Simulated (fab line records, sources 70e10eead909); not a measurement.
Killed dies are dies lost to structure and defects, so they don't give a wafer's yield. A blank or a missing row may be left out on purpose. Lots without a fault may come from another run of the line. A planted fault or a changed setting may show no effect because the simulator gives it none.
Problem report in the 8D (eight disciplines) form, filled by code | flow nand_harc | the parts of the form that need people (team, actions taken, sign-off) are left out

1. THE PROBLEM
killed_at_array at NHARC_END_SORT_01 reads a mean of 332 on 2 wafers of 2 lots; wafers without a fault read 30 with a standard deviation of 10. That is +30 standard deviations from the usual mean.
First seen on wafer L225.3, day 24 01:29, on prober-02. The record holds 19 wafers of 7 lots with a number at this step. Rule for "out", or "out of limits": more than 4 standard deviations from the usual mean. The other wafers with a number count as sound.

2. WHAT IT IS AND WHAT IT IS NOT
question                    | is                           | is not
which readings at this step | killed_at_array, killed_dies | killed_at_other, killed_at_periphery, killed_open, killed_short
which lots                  | L225, L230                   | L218, L220, L222, L223, L227
which wafers of those lots  | L225.3, L230.1               | L225.1, L225.6, L230.2, L230.4
read on which gauges        | prober-01, prober-02         | -
when                        | from day 24 01:29            | up to then (11 sound wafers); but 6 sound wafers of L225, L227, L230 came after

3. SUSPECTS, AND WHAT RULES EACH OUT
Counting: a tool at a process step up to the reading stays a suspect if it ran every lot that is out. Sound lots after the first of them don't rule it out here, since some wafers of a struck lot are sound.
- the gauge at NHARC_END_SORT_01: ruled out. The wafers that are out were read on 2 gauges (prober-01, prober-02).
- rie_diel-08 at NHARC_A_BLC_ETCH_18 (etches the open film in C4F8/O2/Ar, target depth 910 nm): kept. It ran every lot that is out, first L225 (day 21 16:37); its last sound lot up to then is L222 (day 21 00:36).
- cmp-03 at NHARC_THIN_TSV_CMP_01 (polishes): kept. It ran every lot that is out, first L225 (day 23 06:28); its last sound lot up to then is L223 (day 22 17:31).
- Within rie_diel-08 at NHARC_A_BLC_ETCH_18: the wafers that are out ran in chamber 0; their sound lot-mates ran in chambers 1, 2.
- Within cmp-03 at NHARC_THIN_TSV_CMP_01: the wafers that are out ran in chambers 0, 2; their sound lot-mates ran in chambers 1, 3.
Left after counting: rie_diel-08 at NHARC_A_BLC_ETCH_18, cmp-03 at NHARC_THIN_TSV_CMP_01.

4. THE CAUSE (what the simulator had put in)
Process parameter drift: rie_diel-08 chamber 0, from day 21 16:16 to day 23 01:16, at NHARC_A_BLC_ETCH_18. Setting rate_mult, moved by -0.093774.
Counting left 2 suspects, and this tool is among them.

5. THE CHAIN OF EFFECTS, in route order
Each row: a reading whose mean over the struck wafers that have a number lies more than 3 standard deviations from the usual. Only readings for which the record gives a usual standard deviation are gone through. hours: the time from each lot's start at the first step in this table that gives one to its start at this step, as a median over the lots. sigmas: the change in usual standard deviations.
hours | step              | reading         | usual | on struck wafers | change | sigmas
0     | NHARC_END_SORT_01 | killed_at_array | 30    | 332              | +302   | +30
0     | NHARC_END_SORT_01 | killed_dies     | 34    | 334              | +300   | +27

6. WHAT WOULD HAVE CAUGHT IT SOONER
In this record the first reading out of limits at a measuring or inspecting step was taken at day 24 01:29, 57 hours after the fault began at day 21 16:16.
Of the tool readings at NHARC_A_BLC_ETCH_18 for which the record gives a usual standard deviation, none was out on any struck wafer, so an alarm limit of 4 standard deviations on them would not have fired.
All the lots that are out (2) had begun NHARC_A_BLC_ETCH_18 on rie_diel-08 by day 24 01:29. A hold on the tool at that time would have spared none of them.
